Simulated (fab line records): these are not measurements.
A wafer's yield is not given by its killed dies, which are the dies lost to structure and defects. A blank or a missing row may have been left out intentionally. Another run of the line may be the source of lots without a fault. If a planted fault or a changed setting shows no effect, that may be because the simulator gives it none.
Matching of chambers / flow nand_harc / 4 sister chambers for NHARC_A_CONTACT_DESCUM_47 on rie_diel-12
The step chemistry O2, time 3 s. 4 wafers are shown with their chamber, then 9 later ones without.

== WAFERS WITH THEIR CHAMBER ==
wafer=L081.4; chamber=1; drypump_motor_current_A (A)=6.6
wafer=L083.1; chamber=2; drypump_motor_current_A (A)=6.3
wafer=L084.2; chamber=0; drypump_motor_current_A (A)=5.5
wafer=L084.5; chamber=3; drypump_motor_current_A (A)=5.3

== WAFERS MISSING THEIR CHAMBER ==
wafer=L087.3; drypump_motor_current_A (A)=5.3
wafer=L087.5; drypump_motor_current_A (A)=6.6
wafer=L087.6; drypump_motor_current_A (A)=6.3
wafer=L090.1; drypump_motor_current_A (A)=6.2
wafer=L090.3; drypump_motor_current_A (A)=5.3
wafer=L090.6; drypump_motor_current_A (A)=6.6
wafer=L091.1; drypump_motor_current_A (A)=5.5
wafer=L091.5; drypump_motor_current_A (A)=5.3
wafer=L091.6; drypump_motor_current_A (A)=5.4

== CHAMBER TAKEN BY EACH ==
wafer=L087.3; from the rows above=3; in truth=3
wafer=L087.5; from the rows above=1; in truth=1
wafer=L087.6; from the rows above=2; in truth=2
wafer=L090.1; from the rows above=2; in truth=2
wafer=L090.3; from the rows above=3; in truth=3
wafer=L090.6; from the rows above=1; in truth=1
wafer=L091.1; from the rows above=0; in truth=0
wafer=L091.5; from the rows above=3; in truth=3
wafer=L091.6; from the rows above=can't be placed: 0 or 3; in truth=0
Correct placement for 8 of the 9. Can't be placed from these rows: 1 (the true chamber is among the candidates in 1). Placed wrongly: 0.
How it was worked out, from the rows above alone: a wafer's distance from a chamber is the root of the sum, over the readings, of the square of ((its reading less the chamber's mean) divided by the reading's scatter). The wafer belongs to the nearest chamber; if the next one is less than 2 further off, it can't be placed. A chamber's mean is the mean of its shown wafers. The scatter: root of mean squared gap, hidden wafer to nearest shown wafer, with one shown wafer a chamber.
